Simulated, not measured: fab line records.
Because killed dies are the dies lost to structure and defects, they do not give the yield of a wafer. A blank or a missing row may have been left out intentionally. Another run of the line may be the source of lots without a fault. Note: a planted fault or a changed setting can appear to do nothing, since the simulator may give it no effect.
Matching of chambers | flow n5Finfet | N5_BEOL_M1_CO_CAP_55 on cvdCo-01: 3 sister chambers
The step material Co, precursor CCTBA/H2, target thk 2 nm, time 102.1 s. 3 wafers are shown with their chamber, then 7 later ones without.

## WAFERS WITH THEIR CHAMBER
wafer  | chamber | heaterPowerW (W)
L092.1 | 1       | 209
L095.1 | 2       | 230
L095.3 | 0       | 240

## WAFERS WITH NO CHAMBER GIVEN
wafer  | heaterPowerW (W)
L095.6 | 234
L097.1 | 233
L097.4 | 234
L097.6 | 207
L096.2 | 241
L096.5 | 238
L096.6 | 209

## EACH ONE'S CHAMBER
wafer  | from the rows above     | in truth
L095.6 | can't be placed: 2 or 0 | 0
L097.1 | can't be placed: 2 or 0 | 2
L097.4 | can't be placed: 2 or 0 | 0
L097.6 | 1                       | 1
L096.2 | 0                       | 0
L096.5 | 0                       | 0
L096.6 | 1                       | 1
4 of 7 placed correctly. These rows do not allow placing 3 (true chamber among the candidates in 3). 0 placed wrongly.
How it was worked out, from the rows above alone: a wafer's distance from a chamber is the root of the sum, over the readings, of the square of ((its reading less the chamber's mean) divided by the reading's scatter). If the next closest chamber is less than 2 further off than the closest, the wafer can't be placed; otherwise it belongs to the closest. For every chamber, the mean is computed from those of its wafers that are shown. The scatter: with one shown wafer a chamber, the root of the mean of the squares of how far each hidden wafer lies from its nearest shown one.
